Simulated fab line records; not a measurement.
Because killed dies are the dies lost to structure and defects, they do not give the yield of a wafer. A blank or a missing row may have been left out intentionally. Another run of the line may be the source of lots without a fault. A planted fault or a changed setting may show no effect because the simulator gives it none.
Which of the tools did it? ; flow n5Finfet ; 10 lots, 27 wafers sampled, at 3 steps of a route of 1938

WHAT THE GAUGES SHOWED, per wafer
N5_BEOL_M12_OCD_MEAS_35.
lot;measured;on;trenchDepthNm (nm)
L424;day 10 04:00;ocd-02;303 315 316
L425;day 10 15:58;ocd-01;328 315 322
L427;day 10 21:55;ocd-02;326 319 319
L426;day 11 04:09;ocd-02;322 321 307
L430;day 11 11:30;ocd-01;318 303 302
L431;day 12 14:28;ocd-02;327 303 304
L434;day 12 22:34;ocd-01;316 323 322
L439;day 13 21:49;ocd-01;316 486
L438;day 14 07:25;ocd-01;319 490
L444;day 15 12:52;ocd-01;485 495

EACH LOT AND THE TOOL THAT RAN IT (in order: tool; ch and the chambers of the sampled wafers; start)
lot;N5_BEOL_M12_VIA_ETCH_16;N5_BEOL_M12_TRENCH_ETCH_34
L424;rieDiel-05 ch 0,1,3, day 10 02:32;rieDiel-04 ch 0,1,3, day 10 03:50
L425;rieDiel-04 ch 0,2, day 10 14:07;rieDiel-01 ch 0,1,2, day 10 15:49
L427;rieDiel-01 ch 0,1,2, day 10 20:25;rieDiel-01 ch 0,3, day 10 21:46
L426;rieDiel-01 ch 1,2,3, day 11 02:28;rieDiel-04 ch 0,2,3, day 11 04:00
L430;rieDiel-04 ch 1,2, day 11 10:07;rieDiel-05 ch 1,3, day 11 11:21
L431;rieDiel-01 ch 1,2, day 12 12:56;rieDiel-05 ch 1,2, day 12 14:19
L434;rieDiel-01 ch 1,2,3, day 12 21:00;rieDiel-01 ch 0,1, day 12 22:25
L439;rieDiel-04 ch 0,2, day 13 20:29;rieDiel-04 ch 0,1, day 13 21:40
L438;rieDiel-04 ch 1,2, day 14 05:22;rieDiel-04 ch 1,2, day 14 07:15
L444;rieDiel-04 ch 0,3, day 15 11:23;rieDiel-04 ch 0,3, day 15 12:42
- N5_BEOL_M12_VIA_ETCH_16: etches SiOC in C4F8/O2/Ar, target depth 724.8 nm.
- N5_BEOL_M12_TRENCH_ETCH_34: etches SiOC in C4F8/O2/Ar, target depth 318.95 nm, time 125.5 s.

THE ANSWER, worked out from the rows above alone
Rule: usual is defined by the lots themselves. The widest of any qualifying gaps counts: lots, ordered by their means at a reading, are off when they make up no more than a third of the lots, leave a main group of 4 or more, and stand apart from it by 3 or more times the standard deviation of that group's means. A main group whose means are all the same, to the digits that the tables above print for the reading, isn't used. Also off: a lot with no number at a reading for which 4 or more lots have one. Where the step has rows for the other lots, those lots are counted as sound.
Off, at N5_BEOL_M12_OCD_MEAS_35 on trenchDepthNm: L439, L438, L444. The main group: mean 316 nm, standard deviation 5.2.
A tool fits if, at a process step before that reading, it ran every lot that is off, and no sound lot after the first of them. Those tools and the gauges at N5_BEOL_M12_OCD_MEAS_35 are tried in the same way. Can't be told from this: 2 tools fit, rieDiel-04 at N5_BEOL_M12_VIA_ETCH_16 and N5_BEOL_M12_TRENCH_ETCH_34, ocd-01 at N5_BEOL_M12_OCD_MEAS_35.

WHAT THE SIMULATOR PUT IN
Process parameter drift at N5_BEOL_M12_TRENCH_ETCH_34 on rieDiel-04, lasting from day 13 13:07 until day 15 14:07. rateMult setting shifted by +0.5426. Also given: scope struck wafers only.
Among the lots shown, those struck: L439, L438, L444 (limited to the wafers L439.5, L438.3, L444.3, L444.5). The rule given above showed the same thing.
